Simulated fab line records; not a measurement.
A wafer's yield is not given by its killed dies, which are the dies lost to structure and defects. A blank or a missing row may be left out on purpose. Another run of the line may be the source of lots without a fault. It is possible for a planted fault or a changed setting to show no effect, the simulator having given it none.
Chamber matching / flow nandHarc / NHARC_P_CONTACT_CMP_24 on cmp-04 has 4 sister chambers
The step polishes, t overpolish 30 s, target thk 200 nm. 20 wafers are shown with their chamber, then 10 later ones without.

WAFERS WITH THEIR CHAMBER
wafer=L076.2; chamber=1; motorCurrentA (A)=13.1; timeToEndpointS (s)=37.2; overpolishRunS (s)=30.014
wafer=L076.3; chamber=0; motorCurrentA (A)=12.2; timeToEndpointS (s)=39.3; overpolishRunS (s)=30.002
wafer=L076.5; chamber=3; motorCurrentA (A)=11.4; timeToEndpointS (s)=39.1; overpolishRunS (s)=29.990
wafer=L077.1; chamber=2; motorCurrentA (A)=10.5; timeToEndpointS (s)=40.8; overpolishRunS (s)=29.983
wafer=L077.2; chamber=1; motorCurrentA (A)=14.1; timeToEndpointS (s)=37.7; overpolishRunS (s)=30.018
wafer=L077.3; chamber=0; motorCurrentA (A)=13.1; timeToEndpointS (s)=37.7; overpolishRunS (s)=30.012
wafer=L078.2; chamber=2; motorCurrentA (A)=11.1; timeToEndpointS (s)=42.7; overpolishRunS (s)=30.010
wafer=L078.4; chamber=3; motorCurrentA (A)=10.7; timeToEndpointS (s)=40.1; overpolishRunS (s)=30.006
wafer=L078.6; chamber=2; motorCurrentA (A)=12.0; timeToEndpointS (s)=43.0; overpolishRunS (s)=29.997
wafer=L081.2; chamber=1; motorCurrentA (A)=13.4; timeToEndpointS (s)=34.5; overpolishRunS (s)=30.013
wafer=L081.4; chamber=0; motorCurrentA (A)=12.7; timeToEndpointS (s)=37.9; overpolishRunS (s)=30.006
wafer=L081.5; chamber=1; motorCurrentA (A)=13.7; timeToEndpointS (s)=38.0; overpolishRunS (s)=30.003
wafer=L085.1; chamber=3; motorCurrentA (A)=10.8; timeToEndpointS (s)=39.4; overpolishRunS (s)=29.992
wafer=L085.5; chamber=3; motorCurrentA (A)=11.0; timeToEndpointS (s)=39.3; overpolishRunS (s)=30.008
wafer=L085.6; chamber=2; motorCurrentA (A)=11.5; timeToEndpointS (s)=43.7; overpolishRunS (s)=30.003
wafer=L086.1; chamber=2; motorCurrentA (A)=11.1; timeToEndpointS (s)=43.8; overpolishRunS (s)=29.998
wafer=L086.5; chamber=2; motorCurrentA (A)=11.8; timeToEndpointS (s)=42.8; overpolishRunS (s)=30.000
wafer=L086.6; chamber=1; motorCurrentA (A)=12.8; timeToEndpointS (s)=42.4; overpolishRunS (s)=29.995
wafer=L087.1; chamber=2; motorCurrentA (A)=11.9; timeToEndpointS (s)=42.6; overpolishRunS (s)=29.990
wafer=L087.3; chamber=1; motorCurrentA (A)=12.7; timeToEndpointS (s)=39.4; overpolishRunS (s)=29.996

SIGNATURES (means of the wafers above)
reading=motorCurrentA; chamber 0=12.667; chamber 1=13.300; chamber 2=11.414; chamber 3=10.975; scatter within a chamber=0.495
reading=timeToEndpointS; chamber 0=38.300; chamber 1=38.200; chamber 2=42.771; chamber 3=39.475; scatter within a chamber=1.62
reading=overpolishRunS; chamber 0=30.00667; chamber 1=30.00650; chamber 2=29.99729; chamber 3=29.99900; scatter within a chamber=0.00886
Rule: a wafer lies at a distance from a chamber equal to the root of the sum of squares, over the readings, of (its reading less the chamber's mean, divided by the reading's scatter). If the next closest chamber is less than 2 further off than the closest, the wafer can't be placed; otherwise it belongs to the closest. The scatter: the root of (the sum of the squares of (reading less its chamber's mean) over the shown wafers, divided by (wafers less chambers)).

WAFERS WITHOUT THEIR CHAMBER
wafer=L087.6; motorCurrentA (A)=11.6; timeToEndpointS (s)=43.6; overpolishRunS (s)=29.995
wafer=L090.2; motorCurrentA (A)=11.7; timeToEndpointS (s)=45.7; overpolishRunS (s)=29.999
wafer=L090.3; motorCurrentA (A)=12.4; timeToEndpointS (s)=47.3; overpolishRunS (s)=30.013
wafer=L090.4; motorCurrentA (A)=13.8; timeToEndpointS (s)=43.2; overpolishRunS (s)=29.990
wafer=L092.3; motorCurrentA (A)=12.3; timeToEndpointS (s)=40.9; overpolishRunS (s)=29.999
wafer=L092.5; motorCurrentA (A)=10.8; timeToEndpointS (s)=38.7; overpolishRunS (s)=29.994
wafer=L092.6; motorCurrentA (A)=13.5; timeToEndpointS (s)=41.0; overpolishRunS (s)=30.003
wafer=L095.2; motorCurrentA (A)=13.3; timeToEndpointS (s)=43.8; overpolishRunS (s)=30.016
wafer=L095.3; motorCurrentA (A)=11.2; timeToEndpointS (s)=43.8; overpolishRunS (s)=29.987
wafer=L095.5; motorCurrentA (A)=11.4; timeToEndpointS (s)=47.9; overpolishRunS (s)=29.991

THE CHAMBER EACH PASSED THROUGH
wafer=L087.6; from the rows above=2; in truth=2
wafer=L090.2; from the rows above=2; in truth=2
wafer=L090.3; from the rows above=can't be placed: 2 or 0 or 3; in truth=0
wafer=L090.4; from the rows above=can't be placed: 1 or 0 or 2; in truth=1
wafer=L092.3; from the rows above=can't be placed: 0 or 2 or 1 or 3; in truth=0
wafer=L092.5; from the rows above=3; in truth=3
wafer=L092.6; from the rows above=can't be placed: 1 or 0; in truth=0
wafer=L095.2; from the rows above=can't be placed: 1 or 0 or 2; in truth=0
wafer=L095.3; from the rows above=can't be placed: 2 or 3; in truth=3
wafer=L095.5; from the rows above=2; in truth=2
4 of 10 placed correctly. From these rows, 6 cannot be placed; in 6 the true chamber is one of the candidates. Placed wrongly: 0.
